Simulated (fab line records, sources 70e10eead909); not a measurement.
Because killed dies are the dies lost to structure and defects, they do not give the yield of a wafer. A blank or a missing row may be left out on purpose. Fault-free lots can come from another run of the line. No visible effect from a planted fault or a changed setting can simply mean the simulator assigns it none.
Which tool is to blame? / flow nandHarc / 12 lots, 36 wafers sampled, at 5 steps of a route of 1159

WHAT THE GAUGES READ, wafer by wafer
NHARC_A_SLIT_CD_MEAS_09 targets a cd of 300 nm. Usual: cdNm at 300.0 nm, with a standard deviation of 0.48.
lot=L964; measured=day 14 18:12; on=cdSem-03; cdNm (nm)=300.0 300.0 300.1; flag=
lot=L965; measured=day 14 18:29; on=cdSem-02; cdNm (nm)=300.1 300.3 300.5; flag=
lot=L963; measured=day 14 20:20; on=cdSem-03; cdNm (nm)=299.6 299.5 299.7; flag=
lot=L973; measured=day 17 02:16; on=cdSem-03; cdNm (nm)=300.2 299.8 299.8; flag=
lot=L972; measured=day 17 02:07; on=cdSem-02; cdNm (nm)=299.3 298.8 299.0; flag=
lot=L980; measured=day 18 08:24; on=cdSem-03; cdNm (nm)=299.4 299.6 300.0; flag=
lot=L979; measured=day 18 06:48; on=cdSem-02; cdNm (nm)=299.7 298.7 300.0; flag=
lot=L978; measured=day 19 02:50; on=cdSem-01; cdNm (nm)=300.6 300.5 300.2; flag=
lot=L982; measured=day 19 07:35; on=cdSem-01; cdNm (nm)=300.1 299.5 300.0; flag=
lot=L983; measured=day 19 06:37; on=cdSem-01; cdNm (nm)=300.2 300.4 300.0; flag=
lot=L985; measured=day 19 21:01; on=cdSem-01; cdNm (nm)=300.2 300.6 300.3; flag=
lot=L984; measured=day 19 22:18; on=cdSem-03; cdNm (nm)=300.4 299.0 300.6; flag=

NHARC_END_SORT_01. Usual: killedAtArray 27, standard deviation 11; killedAtOther 0.8, standard deviation 1.1; killedAtPeriphery 2.8, standard deviation 1.9; killedDies 30, standard deviation 11; killedOpen 3.3, standard deviation 1.8; killedShort 2.3, standard deviation 1.5.
lot=L973; measured=day 21 23:27; on=prober-01; killedAtArray=19 13 18; killedAtOther=0 0 0; killedAtPeriphery=4 1 5; killedDies=23 14 23; killedOpen=4 2 5; killedShort=4 1 3; flag=
lot=L978; measured=day 23 21:28; on=prober-02; killedAtArray=33; killedAtOther=1; killedAtPeriphery=2; killedDies=36; killedOpen=6; killedShort=2; flag=

WHAT TOOL EACH LOT RAN ON (gives the tool, then ch and the chambers of the sampled wafers, and finally the start)
lot=L964; NHARC_A_SGD_CUT_ETCH_58=rieDiel-13 ch 0,2,3, day 14 08:47; NHARC_A_SLIT_ETCH_24=rieDiel-05 ch 0,1,3, day 14 18:30; NHARC_A_WL_FILL_CVD_23=lpcvdPoly-04 ch 0, day 15 23:10
lot=L965; NHARC_A_SGD_CUT_ETCH_58=rieDiel-13 ch 0,2, day 14 09:58; NHARC_A_SLIT_ETCH_24=rieDiel-09 ch 0,1, day 14 18:47; NHARC_A_WL_FILL_CVD_23=lpcvdPoly-04 ch 0, day 15 23:10
lot=L963; NHARC_A_SGD_CUT_ETCH_58=rieDiel-12 ch 2,3, day 14 10:13; NHARC_A_SLIT_ETCH_24=rieDiel-05 ch 0,2,3, day 14 20:39; NHARC_A_WL_FILL_CVD_23=lpcvdPoly-04 ch 0, day 16 06:39
lot=L973; NHARC_A_SGD_CUT_ETCH_58=rieDiel-12 ch 0,2, day 16 14:34; NHARC_A_SLIT_ETCH_24=rieDiel-06 ch 0,1, day 17 02:32; NHARC_A_WL_FILL_CVD_23=lpcvdPoly-04, day 18 10:22
lot=L972; NHARC_A_SGD_CUT_ETCH_58=rieDiel-02 ch 0,1,3, day 16 14:44; NHARC_A_SLIT_ETCH_24=rieDiel-05 ch 0,2,3, day 17 02:23; NHARC_A_WL_FILL_CVD_23=lpcvdPoly-04, day 18 07:14
lot=L980; NHARC_A_SGD_CUT_ETCH_58=rieDiel-12 ch 0,1,2, day 17 17:49; NHARC_A_SLIT_ETCH_24=rieDiel-05 ch 1,2,3, day 18 08:40; NHARC_A_WL_FILL_CVD_23=lpcvdPoly-04 ch 0, day 19 15:51
lot=L979; NHARC_A_SGD_CUT_ETCH_58=rieDiel-13 ch 2,3, day 17 23:36; NHARC_A_SLIT_ETCH_24=rieDiel-06 ch 0,2,3, day 18 07:04; NHARC_A_WL_FILL_CVD_23=lpcvdPoly-04 ch 0, day 19 15:51
lot=L978; NHARC_A_SGD_CUT_ETCH_58=rieDiel-13 ch 1,2,3, day 18 16:02; NHARC_A_SLIT_ETCH_24=rieDiel-06 ch 1,2, day 19 03:07; NHARC_A_WL_FILL_CVD_23=lpcvdPoly-02 ch 0, day 20 05:28
lot=L982; NHARC_A_SGD_CUT_ETCH_58=rieDiel-02 ch 0,1,2, day 18 20:28; NHARC_A_SLIT_ETCH_24=rieDiel-05 ch 1,2,3, day 19 07:52; NHARC_A_WL_FILL_CVD_23=lpcvdPoly-01 ch 0, day 20 19:02
lot=L983; NHARC_A_SGD_CUT_ETCH_58=rieDiel-12 ch 0,1,3, day 18 20:49; NHARC_A_SLIT_ETCH_24=rieDiel-05 ch 0,2,3, day 19 06:53; NHARC_A_WL_FILL_CVD_23=lpcvdPoly-01 ch 0, day 20 19:02
lot=L985; NHARC_A_SGD_CUT_ETCH_58=rieDiel-13 ch 0,2,3, day 19 11:02; NHARC_A_SLIT_ETCH_24=rieDiel-05 ch 2,3, day 19 21:17; NHARC_A_WL_FILL_CVD_23=lpcvdPoly-04 ch 0, day 21 14:53
lot=L984; NHARC_A_SGD_CUT_ETCH_58=rieDiel-12 ch 0,1,3, day 19 11:26; NHARC_A_SLIT_ETCH_24=rieDiel-06 ch 0,2,3, day 19 22:35; NHARC_A_WL_FILL_CVD_23=lpcvdPoly-02 ch 0, day 21 09:38
- NHARC_A_SGD_CUT_ETCH_58: etches the open film in CF4, target depth 39 nm, time 65 s.
- NHARC_A_SLIT_ETCH_24: etches the open film in CF4/CHF3, target depth 121 nm, time 60.5 s.
- NHARC_A_WL_FILL_CVD_23: deposits poly-Si, target thk 40 nm, time 800 s.

AS READ BY THE TOOLS THEMSELVES (means over the sampled wafers that have a number; for cases with no such wafer, the mark the record gives instead)
NHARC_A_SGD_CUT_ETCH_58. Usual: cf4FlowSccm 150.0 sccm, standard deviation 0.46; drypumpMotorCurrentA 5.9 A, standard deviation 0.52; oesProductAu 0.999 a.u., standard deviation 0.0076; rfVppV 151.6 V, standard deviation 1.1; showerheadPlenumPTorr 1.79 Torr, standard deviation 0.07; throttleValvePct 13.284 %, standard deviation 0.0085.
lot=L964; tool=rieDiel-13; cf4FlowSccm (sccm)=150.2; drypumpMotorCurrentA (A)=5.9; oesProductAu (a.u.)=1.000; rfVppV (V)=151.6; showerheadPlenumPTorr (Torr)=1.80; throttleValvePct (%)=13.280; flag=
lot=L965; tool=rieDiel-13; cf4FlowSccm (sccm)=149.7; drypumpMotorCurrentA (A)=5.7; oesProductAu (a.u.)=0.996; rfVppV (V)=152.0; showerheadPlenumPTorr (Torr)=1.80; throttleValvePct (%)=13.282; flag=
lot=L963; tool=rieDiel-12; cf4FlowSccm (sccm)=150.4; drypumpMotorCurrentA (A)=5.2; oesProductAu (a.u.)=1.001; rfVppV (V)=150.7; showerheadPlenumPTorr (Torr)=1.76; throttleValvePct (%)=13.284; flag=
lot=L973; tool=rieDiel-12; cf4FlowSccm (sccm)=149.9; drypumpMotorCurrentA (A)=6.1; oesProductAu (a.u.)=1.008; rfVppV (V)=153.1; showerheadPlenumPTorr (Torr)=1.87; throttleValvePct (%)=13.284; flag=
lot=L972; tool=rieDiel-02; cf4FlowSccm (sccm)=150.0; drypumpMotorCurrentA (A)=5.9; oesProductAu (a.u.)=1.000; rfVppV (V)=151.6; showerheadPlenumPTorr (Torr)=1.78; throttleValvePct (%)=13.288; flag=
lot=L980; tool=rieDiel-12; cf4FlowSccm (sccm)=150.2; drypumpMotorCurrentA (A)=6.1; oesProductAu (a.u.)=1.003; rfVppV (V)=152.9; showerheadPlenumPTorr (Torr)=1.87; throttleValvePct (%)=13.286; flag=
lot=L979; tool=rieDiel-13; cf4FlowSccm (sccm)=150.0; drypumpMotorCurrentA (A)=5.8; oesProductAu (a.u.)=0.996; rfVppV (V)=152.0; showerheadPlenumPTorr (Torr)=1.80; throttleValvePct (%)=13.286; flag=
lot=L978; tool=rieDiel-13; cf4FlowSccm (sccm)=150.1; drypumpMotorCurrentA (A)=5.7; oesProductAu (a.u.)=0.993; rfVppV (V)=151.4; showerheadPlenumPTorr (Torr)=1.78; throttleValvePct (%)=13.282; flag=
lot=L982; tool=rieDiel-02; cf4FlowSccm (sccm)=150.0; drypumpMotorCurrentA (A)=6.0; oesProductAu (a.u.)=0.986; rfVppV (V)=151.7; showerheadPlenumPTorr (Torr)=1.75; throttleValvePct (%)=13.281; flag=
lot=L983; tool=rieDiel-12; cf4FlowSccm (sccm)=150.3; drypumpMotorCurrentA (A)=6.2; oesProductAu (a.u.)=0.999; rfVppV (V)=152.4; showerheadPlenumPTorr (Torr)=1.82; throttleValvePct (%)=13.281; flag=
lot=L985; tool=rieDiel-13; cf4FlowSccm (sccm)=150.0; drypumpMotorCurrentA (A)=5.8; oesProductAu (a.u.)=0.987; rfVppV (V)=151.5; showerheadPlenumPTorr (Torr)=1.79; throttleValvePct (%)=13.282; flag=
lot=L984; tool=rieDiel-12; cf4FlowSccm (sccm)=150.1; drypumpMotorCurrentA (A)=6.2; oesProductAu (a.u.)=0.996; rfVppV (V)=151.4; showerheadPlenumPTorr (Torr)=1.82; throttleValvePct (%)=13.280; flag=

NHARC_A_SLIT_ETCH_24. Usual: cf4FlowSccm 100.0 sccm, standard deviation 0.3; drypumpMotorCurrentA 5.6 A, standard deviation 0.37; oesProductAu 0.960 a.u., standard deviation 0.019; rfVppV 369.6 V, standard deviation 2.2; showerheadPlenumPTorr 1.54 Torr, standard deviation 0.062; throttleValvePct 16.802 %, standard deviation 0.0099.
lot=L964; tool=rieDiel-05; cf4FlowSccm (sccm)=100.3; drypumpMotorCurrentA (A)=5.7; oesProductAu (a.u.)=0.929; rfVppV (V)=369.9; showerheadPlenumPTorr (Torr)=1.56; throttleValvePct (%)=16.802; flag=
lot=L965; tool=rieDiel-09; cf4FlowSccm (sccm)=100.4; drypumpMotorCurrentA (A)=5.5; oesProductAu (a.u.)=0.959; rfVppV (V)=373.5; showerheadPlenumPTorr (Torr)=1.67; throttleValvePct (%)=16.811; flag=
lot=L963; tool=rieDiel-05; cf4FlowSccm (sccm)=100.2; drypumpMotorCurrentA (A)=5.5; oesProductAu (a.u.)=0.934; rfVppV (V)=368.5; showerheadPlenumPTorr (Torr)=1.51; throttleValvePct (%)=16.799; flag=
lot=L973; tool=rieDiel-06; cf4FlowSccm (sccm)=99.9; drypumpMotorCurrentA (A)=5.5; oesProductAu (a.u.)=0.974; rfVppV (V)=368.7; showerheadPlenumPTorr (Torr)=1.51; throttleValvePct (%)=16.789; flag=
lot=L972; tool=rieDiel-05; cf4FlowSccm (sccm)=100.3; drypumpMotorCurrentA (A)=5.5; oesProductAu (a.u.)=0.974; rfVppV (V)=368.2; showerheadPlenumPTorr (Torr)=1.51; throttleValvePct (%)=16.796; flag=
lot=L980; tool=rieDiel-05; cf4FlowSccm (sccm)=100.3; drypumpMotorCurrentA (A)=5.6; oesProductAu (a.u.)=0.971; rfVppV (V)=369.6; showerheadPlenumPTorr (Torr)=1.55; throttleValvePct (%)=16.814; flag=
lot=L979; tool=rieDiel-06; cf4FlowSccm (sccm)=100.0; drypumpMotorCurrentA (A)=5.6; oesProductAu (a.u.)=0.977; rfVppV (V)=370.1; showerheadPlenumPTorr (Torr)=1.55; throttleValvePct (%)=16.802; flag=
lot=L978; tool=rieDiel-06; cf4FlowSccm (sccm)=100.3; drypumpMotorCurrentA (A)=5.7; oesProductAu (a.u.)=0.958; rfVppV (V)=371.3; showerheadPlenumPTorr (Torr)=1.59; throttleValvePct (%)=16.795; flag=
lot=L982; tool=rieDiel-05; cf4FlowSccm (sccm)=100.0; drypumpMotorCurrentA (A)=5.6; oesProductAu (a.u.)=0.978; rfVppV (V)=370.4; showerheadPlenumPTorr (Torr)=1.55; throttleValvePct (%)=16.796; flag=
lot=L983; tool=rieDiel-05; cf4FlowSccm (sccm)=99.7; drypumpMotorCurrentA (A)=5.5; oesProductAu (a.u.)=0.969; rfVppV (V)=368.3; showerheadPlenumPTorr (Torr)=1.51; throttleValvePct (%)=16.804; flag=
lot=L985; tool=rieDiel-05; cf4FlowSccm (sccm)=100.0; drypumpMotorCurrentA (A)=5.3; oesProductAu (a.u.)=0.973; rfVppV (V)=369.4; showerheadPlenumPTorr (Torr)=1.50; throttleValvePct (%)=16.804; flag=
lot=L984; tool=rieDiel-06; cf4FlowSccm (sccm)=100.0; drypumpMotorCurrentA (A)=5.6; oesProductAu (a.u.)=0.951; rfVppV (V)=369.6; showerheadPlenumPTorr (Torr)=1.55; throttleValvePct (%)=16.798; flag=

NHARC_A_WL_FILL_CVD_23. Usual: pressureMtorr 200.0 mTorr, standard deviation 0.42; runLengthS 801.8 s, standard deviation 0.32; zonePowerCentrePct 8.2 %, standard deviation 1; zonePowerTopPct 17.4 %, standard deviation 0.98.
lot=L964; tool=lpcvdPoly-04; pressureMtorr (mTorr)=200.2; runLengthS (s)=802.2; zonePowerCentrePct (%)=7.2; zonePowerTopPct (%)=16.5; flag=
lot=L965; tool=lpcvdPoly-04; pressureMtorr (mTorr)=200.1; runLengthS (s)=802.1; zonePowerCentrePct (%)=7.2; zonePowerTopPct (%)=16.6; flag=
lot=L963; tool=lpcvdPoly-04; pressureMtorr (mTorr)=200.2; runLengthS (s)=802.3; zonePowerCentrePct (%)=7.2; zonePowerTopPct (%)=16.6; flag=
lot=L973; tool=lpcvdPoly-04; pressureMtorr (mTorr)=-; runLengthS (s)=-; zonePowerCentrePct (%)=-; zonePowerTopPct (%)=-; flag=OFF
lot=L972; tool=lpcvdPoly-04; pressureMtorr (mTorr)=-; runLengthS (s)=-; zonePowerCentrePct (%)=-; zonePowerTopPct (%)=-; flag=OFF
lot=L980; tool=lpcvdPoly-04; pressureMtorr (mTorr)=199.5; runLengthS (s)=801.6; zonePowerCentrePct (%)=7.3; zonePowerTopPct (%)=16.7; flag=
lot=L979; tool=lpcvdPoly-04; pressureMtorr (mTorr)=199.8; runLengthS (s)=801.6; zonePowerCentrePct (%)=7.2; zonePowerTopPct (%)=16.5; flag=
lot=L978; tool=lpcvdPoly-02; pressureMtorr (mTorr)=199.3; runLengthS (s)=802.4; zonePowerCentrePct (%)=9.4; zonePowerTopPct (%)=18.8; flag=
lot=L982; tool=lpcvdPoly-01; pressureMtorr (mTorr)=200.1; runLengthS (s)=801.6; zonePowerCentrePct (%)=8.6; zonePowerTopPct (%)=17.2; flag=
lot=L983; tool=lpcvdPoly-01; pressureMtorr (mTorr)=199.5; runLengthS (s)=801.8; zonePowerCentrePct (%)=8.6; zonePowerTopPct (%)=17.4; flag=
lot=L985; tool=lpcvdPoly-04; pressureMtorr (mTorr)=199.5; runLengthS (s)=801.9; zonePowerCentrePct (%)=7.2; zonePowerTopPct (%)=16.6; flag=
lot=L984; tool=lpcvdPoly-02; pressureMtorr (mTorr)=200.1; runLengthS (s)=801.5; zonePowerCentrePct (%)=9.5; zonePowerTopPct (%)=18.6; flag=

THE ANSWER, worked out from the rows above alone
Rule: lot off if the mean of its wafers having a number is beyond 3 standard deviations from the usual mean. A lot without any number at a reading at which 4 lots or more have one is off too. All remaining lots with rows at the step are treated as sound. After the gauges, taken in route order, come the tools' own readings; for these a lot's mean is taken, as printed above. The first step at which some lot is off is used, and at that step the reading that is off furthest; a lot without a number counts as furthest.
Off, at NHARC_A_WL_FILL_CVD_23 on pressureMtorr: L973, L972. Without a number there: L973, L972.
If a tool, at that step or one of the process steps before it, ran each lot that is off and ran no sound lot following the first of them, it fits. None of those tried fits.

WHAT THE SIMULATOR PUT IN
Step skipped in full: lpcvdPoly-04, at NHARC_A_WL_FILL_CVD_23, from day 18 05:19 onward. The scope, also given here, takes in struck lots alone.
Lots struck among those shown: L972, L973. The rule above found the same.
